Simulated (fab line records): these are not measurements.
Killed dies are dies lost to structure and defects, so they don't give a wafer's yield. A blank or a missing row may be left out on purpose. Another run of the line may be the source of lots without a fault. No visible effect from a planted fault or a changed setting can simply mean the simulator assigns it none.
Which tool is to blame? -- flow nand_harc -- 6 lots, 18 wafers sampled, at 6 steps of a route of 1302

## WHAT EACH GAUGE READ, for each wafer
NHARC_END_SORT_01.
lot,measured,on,defect_limited_yield (%)
L609,day 25 08:40,prober-02,93.6 92.6 93.1
L611,day 26 07:54,prober-02,92.0 92.9 91.1
L614,day 26 21:12,prober-02,89.2 90.1 91.9
L616,day 28 14:19,prober-01,95.0 94.5 96.0
L630,day 34 07:01,prober-01,88.0 90.3 89.8

## EACH LOT AND THE TOOL THAT RAN IT (in order: tool; ch and the chambers of the sampled wafers; start)
lot,NHARC_A_CHANNEL_HOLE_D2_ETCH_20,NHARC_A_CHANNEL_HOLE_D2_ETCH_21,NHARC_A_CHANNEL_HOLE_D2_ETCH_27,NHARC_A_CHANNEL_HOLE_D2_XSEM_32,NHARC_A_CHANNEL_FILL_D2_ALD_03
L609,"har_etch-01 ch 0,1, day 13 18:37","har_etch-01 ch 0,1, day 13 18:56","har_etch-01 ch 0,1, day 13 22:29","xsem-02 ch 0, day 14 00:07","ald_sin_batch-03 ch 0, day 25 08:40 or earlier"
L611,"har_etch-02 ch 1, day 14 21:07","har_etch-02 ch 1, day 14 21:26","har_etch-02 ch 1, day 15 00:58","xsem-01 ch 0, day 15 02:36","ald_sin_batch-02 ch 0, day 26 07:54 or earlier"
L614,"har_etch-01 ch 0,1, day 15 18:39","har_etch-01 ch 0,1, day 15 18:59","har_etch-01 ch 0,1, day 15 22:29","xsem-01 ch 0, day 16 00:14","ald_sin_batch-03 ch 0, day 26 21:12 or earlier"
L616,"har_etch-01 ch 0,1, day 17 06:41","har_etch-01 ch 0,1, day 17 07:01","har_etch-01 ch 0,1, day 17 10:32","xsem-02 ch 0, day 17 12:10","ald_sin_batch-03 ch 0, day 28 14:19 or earlier"
L622,"har_etch-02 ch 0,1, day 19 05:41","har_etch-02 ch 0,1, day 19 06:01","har_etch-02 ch 0,1, day 19 09:33","xsem-01 ch 0, day 19 11:11",-
L630,"har_etch-01 ch 0,1, day 22 22:32","har_etch-01 ch 0,1, day 22 22:52","har_etch-01 ch 0,1, day 23 02:25","xsem-02 ch 0, day 23 04:01","ald_sin_batch-03 ch 0, day 34 07:01 or earlier"
- NHARC_A_CHANNEL_HOLE_D2_ETCH_20: etches the open film in C4F8/O2/Ar, time 361.9 s, target depth 1600 nm.
- NHARC_A_CHANNEL_HOLE_D2_ETCH_21: etches the open film in C4F8/O2/Ar, time 514.3 s, target depth 1600 nm.
- NHARC_A_CHANNEL_HOLE_D2_ETCH_27: etches the open film in C4F8/O2/Ar, time 90 s, target depth 400 nm.
- NHARC_A_CHANNEL_HOLE_D2_XSEM_32
- NHARC_A_CHANNEL_FILL_D2_ALD_03: deposits SiNx, target thk 6 nm, pulse time 60 s, ald cycles 58.

## THE ANSWER, worked out from the rows above alone
Rule: usual is defined by the lots themselves. The widest of any qualifying gaps counts: lots, ordered by their means at a reading, are off when they make up no more than a third of the lots, leave a main group of 4 or more, and stand apart from it by 3 or more times the standard deviation of that group's means. If all means in a main group match to the digits the tables above print for the reading, that group is not used. A lot without any number at a reading at which 4 lots or more have one is off too. The other lots that the step has rows for count as sound.
No lot is off on any of the readings shown, so nothing can be concluded from this.

## WHAT HAD BEEN PUT IN BY THE SIMULATOR
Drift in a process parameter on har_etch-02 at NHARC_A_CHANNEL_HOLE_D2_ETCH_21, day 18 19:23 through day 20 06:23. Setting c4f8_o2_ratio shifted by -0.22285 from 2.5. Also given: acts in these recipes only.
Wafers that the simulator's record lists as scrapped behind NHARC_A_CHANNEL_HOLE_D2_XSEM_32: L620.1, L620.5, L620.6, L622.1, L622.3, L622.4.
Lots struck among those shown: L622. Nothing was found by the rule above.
